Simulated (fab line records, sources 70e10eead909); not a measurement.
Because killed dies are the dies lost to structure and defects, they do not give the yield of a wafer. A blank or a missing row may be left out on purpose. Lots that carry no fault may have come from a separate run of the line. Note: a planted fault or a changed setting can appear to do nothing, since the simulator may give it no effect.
Which tool is to blame? + flow nand-harc + 18 wafers from 6 lots sampled at 5 of the route's 1159 steps

== WHAT THE GAUGES READ, wafer by wafer ==
NHARC_END_SORT_01.
lot + measured + on + killed-at-array

== EACH LOT AND THE TOOL THAT RAN IT (in order: tool; ch and the chambers of the sampled wafers; start) ==
| lot  | NHARC_P_GATE_DEVELOP_45          | NHARC_THIN_TSV_DESCUM_14           | NHARC_THIN_TSV_ETCH_15           | NHARC_THIN_TSV_ETCH_59            |
|------|----------------------------------|------------------------------------|----------------------------------|-----------------------------------|
| L934 | litho-track-07 ch 0, day 5 05:00 | rie-diel-05 ch 0,1, day 18 18:49   | rie-si-06 ch 1,3, day 18 19:28   | rie-metal-03 ch 0,1, day 19 00:55 |
| L937 | litho-track-03 ch 0, day 6 03:00 | rie-diel-08 ch 0,2,3, day 19 01:35 | rie-si-06 ch 0,1,2, day 19 02:13 | rie-metal-03 ch 1, day 19 07:32   |
| L938 | litho-track-02 ch 0, day 6 16:00 | rie-diel-06 ch 0,3, day 19 10:33   | rie-si-02 ch 0,1,3, day 19 11:13 | rie-metal-02 ch 0,1, day 19 16:59 |
| L942 | litho-track-02 ch 0, day 7 16:00 | rie-diel-06 ch 0,1,3, day 21 06:50 | rie-si-06 ch 0,2,3, day 21 07:29 | rie-metal-03 ch 0,1, day 21 12:52 |
| L946 | litho-track-03 ch 0, day 8 21:00 | rie-diel-06 ch 0,1, day 22 16:24   | rie-si-02 ch 0,2,3, day 22 17:04 | rie-metal-03 ch 0,1, day 22 22:26 |
| L952 | litho-track-07 ch 0, day 9 18:00 | rie-diel-08 ch 1,2,3, day 23 04:34 | rie-si-06 ch 0,2, day 23 05:22   | rie-metal-02 ch 0,1, day 23 10:49 |
- NHARC_P_GATE_DEVELOP_45: time 70 s.
- NHARC_THIN_TSV_DESCUM_14: chemistry O2, time 3 s.
- NHARC_THIN_TSV_ETCH_15: target depth 3000 nm, bosch target overetch cycles 2, bosch etch step 2.8 s.
- NHARC_THIN_TSV_ETCH_59: etches the open film in Cl2/BCl3, target depth 880 nm, time 138.1 s.

== THE ANSWER, worked out from the rows above alone ==
Rule: the usual values come from the lots themselves. Put in order of their means at a reading, lots are off if they are a third of the lots or fewer, leave a main group of 4 or more, and stand apart from it by a gap of 3 or more times the standard deviation of the main group's means; of several such gaps the widest counts. Not used: any main group whose means are identical at the precision the tables above print for the reading. A lot without any number at a reading at which 4 lots or more have one is off too. Any other lot the step has rows for is counted as sound.
Across all readings shown, no lot is off: no conclusion can be drawn from this.

== WHAT THE SIMULATOR PUT IN ==
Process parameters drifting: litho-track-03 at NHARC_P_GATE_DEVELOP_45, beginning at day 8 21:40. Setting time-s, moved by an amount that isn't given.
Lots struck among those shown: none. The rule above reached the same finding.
